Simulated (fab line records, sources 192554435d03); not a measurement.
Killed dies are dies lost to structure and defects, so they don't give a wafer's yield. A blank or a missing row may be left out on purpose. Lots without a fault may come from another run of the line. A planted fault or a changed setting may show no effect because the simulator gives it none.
fab line records | flow n5_finfet
record lots=24 wafers=72 last_day=18
route steps=1938 shown BEOL_M12@1614 BEOL_M13@1659
lots that met no fault: from a run of the same line without faults
start_h: hours from the record's first day to the start of the lot's first wafer shown | wait_h: hours since the lot's step before | " the same as in the row above | L1.1+2: a row that stands for several wafers | - no value, or no start given | * or withheld: withheld | < > ~ a bound
route shown NAME@n: a module of which the file shows steps, and the number in the route of the first | usual: mean/standard deviation of fault-free wafers | same: alike in all rows | chamber/n: place in a boat | sites: the reading at each site | _std_site: their standard deviation | _edge_site: outer sites' mean less inner sites' | radius_mm: how far each site lies from the wafer's centre | mask NAME#n: copy n | behind: the tool/chamber that last shaped the wafer | hold: why the lot was held/for how many hours/how that ended | device: the transistor (n, p or np) that didn't switch | end of line: the same wafers' tests at the end of the route | a step without rows: its recipe alone | killed: dies lost to structure and defects at the first sort, not the wafer's yield | map: a wafer's dies, x killed, . not, _ none there
set.NAME: the setting as run; set.NAME@STEP: as run at that earlier step | model.NAME: the simulator's own value behind a step, which no gauge read
steps of the route over a sample of lots; a table a step, a row a wafer
services: from which hour (start_h, from the record's first day; less than 0 if before it) a tool's chamber was out of use, for how many hours, and why
## steps
# step N5_BEOL_M12_INSPECT_12
# recipe mode=adi inspect_instrument=macro
# usual raw_defect_count=2.1/1.4
# columns lot.wafer tool chamber start_h wait_h raw_defect_count
L074.1 defect_inspect-01 - 230.57 0.0 0
L074.4 " - " " 3
L074.5 " - " " 3
L075.2 defect_inspect-01 - 235.72 0.0 4
L075.3 " - " " 1
L075.6 " - " " 1
L077.2 defect_inspect-02 - 248.67 0.0 2
L077.3 " - " " 3
L077.5 " - " " 4
L076.2 defect_inspect-02 - 249.11 0.0 1
L076.4 " - " " 2
L076.6 " - " " 3
L078.2 defect_inspect-01 - 250.07 0.0 6
L078.3 " - " " 0
L078.4 " - " " 3
L081.3 defect_inspect-02 - 266.76 0.0 2
L081.4 " - " " 0
L081.6 " - " " 2
L080.2 defect_inspect-01 - 273.52 0.0 5
L080.3 " - " " 2
L080.4 " - " " 2
L079.1 defect_inspect-01 - 276.26 0.0 3
L079.2 " - " " 1
L079.5 " - " " 4
L082.1 defect_inspect-01 - 277.55 0.0 2
L082.5 " - " " 2
L082.6 " - " " 1
L083.2 defect_inspect-02 - 281.46 0.0 5
L083.4 " - " " 2
L083.5 " - " " 2
L084.1 defect_inspect-02 - 291.92 0.0 2
L084.5 " - " " 2
L084.6 " - " " 3
L086.1 defect_inspect-02 - 306.55 0.0 3
L086.5 " - " " 2
L086.6 " - " " 1
L085.2 defect_inspect-02 - 308.95 0.0 0
L085.3 " - " " 0
L085.4 " - " " 4
L089.1 defect_inspect-01 - 311.93 0.0 2
L089.2 " - " " 4
L089.3 " - " " 0
L087.2 defect_inspect-02 - 316.56 0.0 4
L087.4 " - " " 2
L087.6 " - " " 3
L088.1 defect_inspect-01 - 316.79 0.0 1
L088.3 " - " " 0
L088.5 " - " " 0
L090.2 defect_inspect-02 - 334.33 0.0 3
L090.3 " - " " 6
L090.4 " - " " 2
L091.2 defect_inspect-01 - 336.32 0.0 0
L091.3 " - " " 0
L091.5 " - " " 2
L093.1 defect_inspect-02 - 336.82 0.0 3
L093.2 " - " " 2
L093.5 " - " " 2
L092.2 defect_inspect-01 - 340.27 0.0 2
L092.4 " - " " 2
L092.6 " - " " 1
L094.2 defect_inspect-01 - 345.78 0.0 2
L094.3 " - " " 5
L094.4 " - " " 1
L095.1 defect_inspect-02 - 367.43 0.0 1
L095.3 " - " " 2
L095.5 " - " " 2
L097.2 defect_inspect-01 - 374.01 0.0 2
L097.3 " - " " 3
L097.5 " - " " 3
L096.1 defect_inspect-01 - 374.39 0.0 2
L096.3 " - " " 1
L096.5 " - " " 2
# step N5_BEOL_M12_STRIP_63
# recipe chemistry=N2/H2 power_w=1000 temp_c=250 h2_frac=0.65 overash_fraction=0.3 pressure_mtorr=1000 n2_flow_sccm=1750 h2_flow_sccm=3250
# usual drypump_motor_current_A=5.56/0.18 heater_power_w=345/24 oes_product_au=0.693/0.0041 strip_time_to_endpoint_s=42.3/0.79
# columns lot.wafer tool chamber start_h wait_h drypump_motor_current_A heater_power_w oes_product_au rf_hours_counter_h strip_time_to_endpoint_s
L074.1 plasma_asher-01 0 230.89 - 5.41 312 0.686 121 41.2
L074.4 " 0 " " 5.38 323 0.685 - 40.9
L074.5 " 0 " " 5.36 321 0.689 - 41.3
L075.2 plasma_asher-01 0 236.12 - 5.40 318 0.695 122 42.8
L075.3 " 1 " " 5.75 392 0.694 - 43.9
L075.6 " 1 " " 5.76 392 0.695 - 41.6
L077.2 plasma_asher-02 0 249.22 - 5.38 333 0.691 73 43.0
L077.3 " 0 " " 5.39 343 0.697 - 44.0
L077.5 " 1 " " 5.72 334 0.691 - 42.4
L076.2 plasma_asher-02 0 249.44 - 5.35 353 0.694 73 42.6
L076.4 " 1 " " 5.74 337 0.691 - 42.0
L076.6 " 1 " " 5.77 339 0.694 - 42.3
L078.2 plasma_asher-02 0 251.03 - 5.36 341 0.699 74 43.7
L078.3 " 1 " " 5.73 345 0.692 - 44.4
L078.4 " 0 " " 5.36 340 0.693 - 43.2
L081.3 plasma_asher-02 1 267.10 - 5.74 336 0.701 - 42.5
L081.4 " 0 " " 5.36 336 0.694 - 41.3
L081.6 " 0 " " 5.38 339 0.689 - 41.9
L080.2 plasma_asher-01 1 273.84 - 5.74 404 0.693 130 42.6
L080.3 " 0 " " 5.41 319 0.695 - 42.8
L080.4 " 1 " " 5.73 390 0.694 - 42.4
L079.1 plasma_asher-02 1 276.77 - 5.74 334 0.689 77 42.4
L079.2 " 0 " " 5.38 334 0.695 77 41.9
L079.5 " 1 " " 5.75 340 0.698 - 41.1
L082.1 plasma_asher-01 1 277.88 - 5.75 384 0.693 132 41.8
L082.5 " 1 " " 5.76 400 0.689 - 41.2
L082.6 " 0 " " 5.40 317 0.690 - 41.2
L083.2 plasma_asher-01 1 281.78 - 5.75 388 0.691 133 43.0
L083.4 " 1 " " 5.74 393 0.688 - 42.1
L083.5 " 1 " " 5.75 391 0.695 - 42.4
L084.1 plasma_asher-02 0 292.56 - 5.36 331 0.694 82 41.3
L084.5 " 1 " " 5.73 348 0.691 - 41.6
L084.6 " 0 " " 5.37 340 0.693 - 40.8
L086.1 plasma_asher-02 1 306.87 - 5.74 338 0.691 85 43.5
L086.5 " 1 " " 5.74 338 0.683 - 42.0
L086.6 " 0 " " 5.36 341 0.691 - 42.0
L085.2 plasma_asher-01 0 309.37 - 5.44 320 0.691 136 42.8
L085.3 " 0 " " 5.48 317 0.698 - 43.2
L085.4 " 1 " " 5.75 388 0.694 - 42.3
L089.1 plasma_asher-02 0 312.25 - 5.35 341 0.701 86 42.2
L089.2 " 1 " " 5.75 346 0.698 86 43.1
L089.3 " 0 " " 5.35 337 0.690 - 43.1
L087.2 plasma_asher-02 0 316.90 - 5.35 342 0.686 87 42.9
L087.4 " 0 " " 5.36 344 0.697 - 42.3
L087.6 " 1 " " 5.74 348 0.695 - 42.4
L088.1 plasma_asher-02 0 317.20 - 5.37 332 0.694 87 42.3
L088.3 " 0 " " 5.35 348 0.693 - 43.2
L088.5 " 0 " " 5.35 343 0.694 - 42.2
L090.2 plasma_asher-02 0 334.65 - 5.37 351 0.700 91 41.7
L090.3 " 0 " " 5.39 340 0.688 - 42.5
L090.4 " 1 " " 5.72 345 0.696 - 41.0
L091.2 plasma_asher-01 0 336.64 - 5.42 322 0.697 142 42.8
L091.3 " 0 " " 5.40 310 0.691 - 42.8
L091.5 " 0 " " 5.39 318 0.688 - 41.3
L093.1 plasma_asher-01 0 337.78 - 5.41 315 0.694 142 42.7
L093.2 " 1 " " 5.73 395 0.689 142 42.0
L093.5 " 1 " " 5.73 390 0.693 - 42.2
L092.2 plasma_asher-01 0 340.59 - 5.39 326 0.700 143 42.6
L092.4 " 1 " " 5.71 393 0.689 - 41.9
L092.6 " 0 " " 5.36 313 0.697 - 42.2
L094.2 plasma_asher-02 1 346.10 - 5.75 337 0.702 93 43.7
L094.3 " 1 " " 5.73 335 0.692 - 43.2
L094.4 " 0 " " 5.41 338 0.689 - 42.9
L095.1 plasma_asher-02 1 367.75 - 5.74 341 0.692 97 41.4
L095.3 " 0 " " 5.37 348 0.689 - 42.4
L095.5 " 0 " " 5.39 344 0.691 - 41.1
L097.2 plasma_asher-02 0 374.33 - 5.40 339 0.691 98 43.1
L097.3 " 1 " " 5.72 338 0.689 - 43.0
L097.5 " 0 " " 5.38 339 0.689 - 42.6
L096.1 plasma_asher-02 0 374.71 - 5.38 338 0.695 99 42.7
L096.3 " 1 " " 5.71 339 0.702 - 43.2
L096.5 " 0 " " 5.35 342 0.694 - 42.6
# step N5_BEOL_M12_INSPECT_30
# recipe mode=adi inspect_instrument=macro
# usual raw_defect_count=2.0/1.4
# columns lot.wafer tool chamber start_h wait_h raw_defect_count
L074.1 defect_inspect-01 - 231.60 0.0 1
L074.4 " - " " 0
L074.5 " - " " 0
L075.2 defect_inspect-01 - 236.83 0.0 0
L075.3 " - " " 2
L075.6 " - " " 2
L077.2 defect_inspect-02 - 249.81 0.0 1
L077.3 " - " " 4
L077.5 " - " " 2
L076.2 defect_inspect-02 - 250.03 0.0 5
L076.4 " - " " 4
L076.6 " - " " 2
L078.2 defect_inspect-02 - 251.74 0.0 2
L078.3 " - " " 3
L078.4 " - " " 1
L081.3 defect_inspect-02 - 267.80 0.0 2
L081.4 " - " " 4
L081.6 " - " " 4
L080.2 defect_inspect-01 - 274.57 0.0 2
L080.3 " - " " 3
L080.4 " - " " 2
L079.1 defect_inspect-01 - 277.36 0.0 3
L079.2 " - " " 0
L079.5 " - " " 2
L082.1 defect_inspect-01 - 278.46 0.0 1
L082.5 " - " " 3
L082.6 " - " " 2
L083.2 defect_inspect-01 - 282.37 0.0 6
L083.4 " - " " 4
L083.5 " - " " 2
L084.1 defect_inspect-01 - 293.15 0.0 1
L084.5 " - " " 1
L084.6 " - " " 1
L086.1 defect_inspect-01 - 307.46 0.0 1
L086.5 " - " " 1
L086.6 " - " " 1
L085.2 defect_inspect-02 - 309.96 0.0 1
L085.3 " - " " 2
L085.4 " - " " 1
L089.1 defect_inspect-01 - 312.84 0.0 1
L089.2 " - " " 2
L089.3 " - " " 1
L087.2 defect_inspect-01 - 317.84 0.0 2
L087.4 " - " " 1
L087.6 " - " " 1
L088.1 defect_inspect-02 - 318.00 0.0 4
L088.3 " - " " 1
L088.5 " - " " 2
L090.2 defect_inspect-01 - 335.25 0.0 2
L090.3 " - " " 1
L090.4 " - " " 1
L091.2 defect_inspect-01 - 337.23 0.0 0
L091.3 " - " " 3
L091.5 " - " " 0
L093.1 defect_inspect-02 - 338.37 0.0 3
L093.2 " - " " 2
L093.5 " - " " 1
L092.2 defect_inspect-01 - 341.19 0.0 3
L092.4 " - " " 2
L092.6 " - " " 0
L094.2 defect_inspect-02 - 346.86 0.0 1
L094.3 " - " " 3
L094.4 " - " " 3
L095.1 defect_inspect-02 - 368.34 0.0 1
L095.3 " - " " 2
L095.5 " - " " 2
L097.2 defect_inspect-02 - 375.05 0.0 1
L097.3 " - " " 3
L097.5 " - " " 3
L096.1 defect_inspect-01 - 375.30 0.0 2
L096.3 " - " " 0
L096.5 " - " " 0
# step N5_BEOL_M12_DEGAS_41
# recipe ambient=vacuum temp_c=250 time_s=60
# usual heater_power_w=332/31
# columns lot.wafer tool chamber start_h wait_h heater_power_w
L074.1 pvd_sputter-01 - 234.62 0.4 299
L074.4 " - " " 341
L074.5 " - " " 341
L075.2 pvd_sputter-01 - 238.06 0.2 327
L075.3 " - " " 293
L075.6 " - " " 334
L077.2 pvd_sputter-01 - 251.28 0.4 287
L077.3 " - " " 334
L077.5 " - " " 325
L076.2 pvd_sputter-02 - 253.49 1.8 288
L076.4 " - " " 321
L076.6 " - " " 362
L078.2 pvd_sputter-01 - 254.20 0.4 321
L078.3 " - " " 337
L078.4 " - " " 329
L081.3 pvd_sputter-01 - 270.23 0.3 299
L081.4 " - " " 330
L081.6 " - " " 290
L080.2 pvd_sputter-03 - 276.87 0.3 398
L080.3 " - " " 396
L080.4 " - " " 349
L079.1 pvd_sputter-02 - 279.63 0.3 366
L079.2 " - " " 308
L079.5 " - " " 292
L082.1 pvd_sputter-03 - 279.88 0.4 303
L082.5 " - " " 345
L082.6 " - " " 397
L083.2 pvd_sputter-01 - 285.66 0.6 332
L083.4 " - " " 285
L083.5 " - " " 340
L084.1 pvd_sputter-01 - 295.06 0.6 324
L084.5 " - " " 322
L084.6 " - " " 354
L086.1 pvd_sputter-01 - 309.68 0.3 299
L086.5 " - " " 289
L086.6 " - " " 326
L085.2 pvd_sputter-01 - 312.26 1.4 344
L085.3 " - " " 319
L085.4 " - " " 329
L089.1 pvd_sputter-01 - 315.90 0.4 335
L089.2 " - " " 297
L089.3 " - " " 344
L087.2 pvd_sputter-01 - 319.64 0.4 328
L087.4 " - " " 329
L087.6 " - " " 330
L088.1 pvd_sputter-01 - 320.16 0.5 332
L088.3 " - " " 338
L088.5 " - " " 319
L090.2 pvd_sputter-03 - 337.69 0.3 335
L090.3 " - " " 407
L090.4 " - " " 404
L091.2 pvd_sputter-01 - 340.65 1.9 326
L091.3 " - " " 339
L091.5 " - " " 326
L093.1 pvd_sputter-01 - 341.21 0.3 338
L093.2 " - " " 325
L093.5 " - " " 348
L092.2 pvd_sputter-03 - 343.93 0.4 399
L092.4 " - " " 342
L092.6 " - " " 401
L094.2 pvd_sputter-01 - 348.17 0.3 345
L094.3 " - " " 294
L094.4 " - " " 334
L095.1 pvd_sputter-01 - 369.66 0.3 333
L095.3 " - " " 348
L095.5 " - " " 331
L097.2 pvd_sputter-02 - 382.14 0.2 341
L097.3 " - " " 301
L097.5 " - " " 307
L096.1 pvd_sputter-03 - 382.33 0.2 392
L096.3 " - " " 350
L096.5 " - " " 395
# step N5_BEOL_M13_ILD_DEP_00
# recipe material=SiOC target_thk_a=8379.2 temp_c=350 precursor=DEMS/O2 pressure_torr=5 rf_w=500 time_s=166.4
# usual chamber_pressure_Torr=4.999/0.01 heater_power_w=504/77 showerhead_plenum_p_Torr=5.693/0.015 throttle_valve_pct=12.0/0.71
# columns lot.wafer tool chamber start_h wait_h chamber_pressure_Torr heater_power_w showerhead_plenum_p_Torr throttle_valve_pct
L074.1 pecvd-04 0 235.90 0.0 4.986 510 5.703 12.0
L074.4 " 1 " " 4.996 456 5.697 12.7
L074.5 " 2 " " 4.993 484 5.692 11.2
L075.2 pecvd-03 2 240.09 0.0 4.996 461 5.682 10.6
L075.3 " 1 " " 4.992 744 5.715 10.6
L075.6 " 2 " " 4.995 496 5.683 10.5
L077.2 pecvd-04 0 252.57 0.0 5.006 518 5.702 11.8
L077.3 " 2 " " 4.999 495 5.673 11.0
L077.5 " 0 " " 5.018 514 5.712 11.8
L076.2 pecvd-04 0 254.82 0.0 4.999 530 5.705 12.0
L076.4 " 1 " " 5.006 464 5.695 12.5
L076.6 " 2 " " 5.005 420 5.682 10.9
L078.2 pecvd-04 0 255.59 0.0 5.002 514 5.712 11.9
L078.3 " 2 " " 5.005 498 5.685 11.0
L078.4 " 1 " " 5.009 477 5.696 12.8
L081.3 pecvd-03 2 271.78 0.0 4.984 492 5.671 10.6
L081.4 " 0 " " 5.007 382 5.728 13.0
L081.6 " 2 " " 4.988 538 5.674 10.5
L080.2 pecvd-04 2 278.61 0.0 4.996 420 5.679 11.0
L080.3 " 0 " " 5.002 518 5.701 12.1
L080.4 " 1 " " 4.989 447 5.696 12.8
L079.1 pecvd-04 0 281.20 0.0 4.998 440 5.703 11.9
L079.2 " 2 " " 5.007 520 5.673 11.2
L079.5 " 1 " " 5.009 409 5.692 12.4
L082.1 pecvd-01 0 281.24 0.0 4.988 525 5.695 12.7
L082.5 " 1 " " 4.997 625 5.707 12.9
L082.6 " 2 " " 5.016 521 5.679 12.1
L083.2 pecvd-01 0 287.21 0.0 4.992 435 5.688 12.5
L083.4 " 0 " " 4.984 473 5.696 12.7
L083.5 " 1 " " 5.004 648 5.701 12.6
L084.1 pecvd-01 2 296.35 0.0 4.987 453 5.665 12.3
L084.5 " 2 " " 5.004 510 5.691 12.2
L084.6 " 0 " " 4.997 475 5.703 12.4
L086.1 pecvd-01 2 311.03 0.0 5.001 529 5.676 12.2
L086.5 " 1 " " 5.018 595 5.700 12.6
L086.6 " 2 " " 4.987 562 5.661 12.1
L085.2 pecvd-01 0 313.56 0.0 4.987 493 5.678 12.1
L085.3 " 1 " " 5.001 586 5.691 12.5
L085.4 " 1 " " 5.002 643 5.685 12.4
L089.1 pecvd-04 2 317.18 0.0 5.000 462 5.689 10.9
L089.2 " 1 " " 4.996 496 5.689 12.4
L089.3 " 0 " " 5.005 455 5.696 11.6
L087.2 pecvd-01 1 321.07 0.0 4.996 618 5.690 12.7
L087.4 " 0 " " 4.996 400 5.694 12.4
L087.6 " 2 " " 5.006 449 5.672 12.4
L088.1 pecvd-04 0 321.54 0.0 4.993 430 5.714 11.9
L088.3 " 2 " " 5.035 512 5.668 11.2
L088.5 " 1 " " 4.993 445 5.699 12.6
L090.2 pecvd-04 0 338.97 0.0 4.992 529 5.699 12.0
L090.3 " 2 " " 5.014 511 5.676 11.3
L090.4 " 0 " " 5.012 425 5.697 11.8
L091.2 pecvd-01 0 341.94 0.0 4.998 465 5.695 12.4
L091.3 " 1 " " 4.991 636 5.697 12.8
L091.5 " 0 " " 5.002 489 5.691 12.3
L093.1 pecvd-01 0 342.49 0.0 5.000 483 5.690 12.5
L093.2 " 2 " " 5.005 547 5.678 12.1
L093.5 " 1 " " 4.994 648 5.709 12.2
L092.2 pecvd-04 0 345.78 0.0 5.006 426 5.685 11.8
L092.4 " 1 " " 5.000 404 5.698 12.3
L092.6 " 2 " " 4.987 517 5.663 11.4
L094.2 pecvd-01 2 349.45 0.0 5.002 490 5.664 12.3
L094.3 " 1 " " 4.982 620 5.693 12.6
L094.4 " 1 " " 4.982 635 5.707 12.9
L095.1 pecvd-03 0 370.94 0.0 5.007 463 5.746 13.2
L095.3 " 1 " " 5.007 632 5.694 10.9
L095.5 " 0 " " 4.985 485 5.726 13.0
L097.2 pecvd-01 1 383.42 0.0 4.987 564 5.708 12.5
L097.3 " 0 " " 5.001 513 5.694 12.6
L097.5 " 2 " " 4.999 459 5.689 12.3
L096.1 pecvd-03 1 384.11 0.0 4.995 721 5.703 10.7
L096.3 " 0 " " 5.001 420 5.720 13.5
L096.5 " 1 " " 4.993 596 5.712 10.8
# step N5_BEOL_M13_ETCH_59
# recipe chemistry=N2/H2 target=BARC target_depth_a=890 overetch_a=267 time_s=67.9 ion_energy_ev=200 pressure_mtorr=30 source_w=840 bias_w=150 n2_flow_sccm=200 h2_flow_sccm=200
# usual drypump_motor_current_A=5.5/0.54 oes_product_au=0.66/0.077 rf_vpp_V=523/3.1 showerhead_plenum_p_Torr=2.50/0.11 throttle_valve_pct=17.84/0.18
# columns lot.wafer tool chamber start_h wait_h drypump_motor_current_A oes_product_au rf_hours_counter_h rf_vpp_V showerhead_plenum_p_Torr throttle_valve_pct
L074.1 rie_diel-02 2 236.60 0.0 5.0 0.63 176 520 2.42 17.84
L074.4 " 3 " " 5.9 0.64 157 524 2.54 17.81
L074.5 " 0 " " 5.3 0.72 - 528 2.69 17.62
L075.2 rie_diel-02 1 240.82 0.0 6.3 0.65 167 520 2.44 17.78
L075.3 " 3 " " 5.9 0.65 158 524 2.54 17.81
L075.6 " 0 " " 5.2 0.72 - 528 2.69 17.66
L077.2 rie_diel-02 2 253.49 0.0 5.1 0.62 182 519 2.42 17.87
L077.3 " 1 " " 6.3 0.65 171 520 2.43 17.79
L077.5 " 2 " " 5.0 0.63 - 521 2.42 17.87
L076.2 rie_diel-01 2 255.84 0.0 6.3 0.61 183 523 2.52 17.75
L076.4 " 2 " " 6.3 0.61 - 525 2.52 17.77
L076.6 " 0 " " 5.4 0.65 - 518 2.34 17.70
L078.2 rie_diel-01 2 256.67 0.0 6.3 0.61 183 523 2.52 17.74
L078.3 " 0 " " 5.4 0.65 135 518 2.34 17.68
L078.4 " 0 " " 5.4 0.66 - 518 2.34 17.70
L081.3 rie_diel-02 2 272.48 0.0 5.1 0.63 187 522 2.42 17.88
L081.4 " 0 " " 5.3 0.72 73 527 2.69 17.65
L081.6 " 1 " " 6.3 0.64 - 521 2.43 17.80
L080.2 rie_diel-06 1 279.45 0.0 5.0 0.63 177 521 2.43 17.89
L080.3 " 0 " " 5.5 0.61 188 523 2.53 18.33
L080.4 " 2 " " 5.0 0.62 188 521 2.42 17.91
L079.1 rie_diel-01 1 281.90 0.0 4.7 0.58 226 527 2.61 18.13
L079.2 " 2 " " 6.3 0.60 192 524 2.52 17.75
L079.5 " 0 " " 5.4 0.65 - 519 2.34 17.71
L082.1 rie_diel-06 3 282.06 0.0 5.6 0.82 3 528 2.72 17.56
L082.5 " 3 " " 5.6 0.83 - 528 2.72 17.59
L082.6 " 0 " " 5.5 0.61 - 523 2.53 18.34
L083.2 rie_diel-01 0 287.79 0.0 5.4 0.65 146 518 2.34 17.71
L083.4 " 2 " " 6.3 0.61 195 524 2.52 17.77
L083.5 " 1 " " 4.7 0.59 - 526 2.61 18.15
L084.1 rie_diel-06 2 297.05 0.0 5.0 0.62 192 520 2.42 17.91
L084.5 " 2 " " 5.0 0.61 - 520 2.42 17.92
L084.6 " 1 " " 5.0 0.63 - 520 2.43 17.91
L086.1 rie_diel-01 0 311.61 0.0 5.4 0.64 153 517 2.33 17.73
L086.5 " 3 " " 5.8 0.81 - 522 2.50 17.65
L086.6 " 0 " " 5.4 0.64 - 518 2.33 17.71
L085.2 rie_diel-01 1 314.14 0.0 4.7 0.58 237 526 2.61 18.15
L085.3 " 0 " " 5.4 0.63 155 517 2.33 17.74
L085.4 " 3 " " 5.7 0.82 14 522 2.50 17.68
L089.1 rie_diel-01 0 317.76 0.0 5.4 0.63 156 518 2.33 17.72
L089.2 " 3 " " 5.7 0.81 15 522 2.50 17.69
L089.3 " 1 " " 4.7 0.58 239 526 2.61 18.16
L087.2 rie_diel-01 3 321.65 0.0 5.7 0.80 15 522 2.50 17.67
L087.4 " 0 " " 5.4 0.64 156 517 2.33 17.75
L087.6 " 2 " " 6.3 0.60 - 523 2.51 17.79
L088.1 rie_diel-02 1 322.13 0.0 6.3 0.63 192 520 2.43 17.81
L088.3 " 3 " " 5.9 0.63 181 524 2.53 17.84
L088.5 " 3 " " 5.9 0.64 - 523 2.53 17.83
L090.2 rie_diel-06 1 339.55 0.0 4.9 0.63 197 519 2.42 17.94
L090.3 " 0 " " 5.5 0.60 208 523 2.52 18.37
L090.4 " 2 " " 5.0 0.60 206 521 2.42 17.93
L091.2 rie_diel-01 1 342.52 0.0 4.7 0.57 245 526 2.60 18.16
L091.3 " 3 " " 5.8 0.79 22 522 2.50 17.68
L091.5 " 1 " " 4.7 0.57 - 525 2.60 18.16
L093.1 rie_diel-01 3 343.07 0.0 5.8 0.79 22 521 2.50 17.66
L093.2 " 2 " " 6.3 0.59 212 523 2.51 17.80
L093.5 " 2 " " 6.4 0.59 - 523 2.51 17.80
L092.2 rie_diel-01 0 346.36 0.0 5.4 0.63 164 519 2.33 17.74
L092.4 " 2 " " 6.3 0.59 213 522 2.51 17.79
L092.6 " 2 " " 6.3 0.59 - 523 2.51 17.80
L094.2 rie_diel-01 0 350.03 0.0 5.4 0.63 165 519 2.33 17.74
L094.3 " 3 " " 5.7 0.78 24 521 2.50 17.70
L094.4 " 1 " " 4.7 0.57 248 525 2.60 18.19
L095.1 rie_diel-02 3 371.51 0.0 5.9 0.62 197 522 2.52 17.87
L095.3 " 2 " " 5.1 0.60 217 521 2.41 17.91
L095.5 " 0 " " 5.3 0.69 - 527 2.67 17.69
L097.2 rie_diel-01 3 384.16 0.0 5.8 0.77 35 523 2.49 17.71
L097.3 " 1 " " 4.7 0.84 1 525 2.60 17.73
L097.5 " 1 " " 4.7 0.84 - 526 2.60 17.75
L096.1 rie_diel-01 2 384.81 0.0 6.3 0.58 225 524 2.50 17.84
L096.3 " 1 " " 4.7 0.84 1 525 2.60 17.72
L096.5 " 3 " " 5.7 0.76 - 521 2.49 17.71
## services
# columns tool chamber start_h hours kind
plasma_asher-01 - 219.00 2.8 pm
pecvd-04 - 221.49 0.8 repair
pecvd-04 - 225.70 4.3 pm
rie_diel-01 2 235.65 2.4 repair
rie_diel-01 3 236.99 5.4 repair
rie_diel-01 3 242.70 - clean
rie_diel-01 3 242.70 - consumable_replace:esc
rie_diel-01 3 242.70 - consumable_replace:focus_ring
rie_diel-01 3 242.70 18.6 scheduled_down
rie_diel-01 3 242.70 18.6 vent_cycle
plasma_asher-02 - 258.81 2.3 repair
rie_diel-01 0 277.94 1.8 repair
rie_diel-01 3 279.67 7.2 repair
pvd_sputter-01 - 281.97 1.4 repair
plasma_asher-01 - 285.69 9.2 pm
rie_diel-02 3 292.71 8.2 repair
rie_diel-02 2 316.58 4.0 repair
pvd_sputter-01 - 327.03 2.4 repair
pecvd-03 - 329.53 5.4 repair
pvd_sputter-02 - 370.99 0.6 repair
pecvd-04 - 371.92 0.8 repair
plasma_asher-02 - 378.00 2.7 repair
pvd_sputter-01 - 380.43 12.0 repair
pecvd-03 - 381.41 0.9 repair
## key
fault none
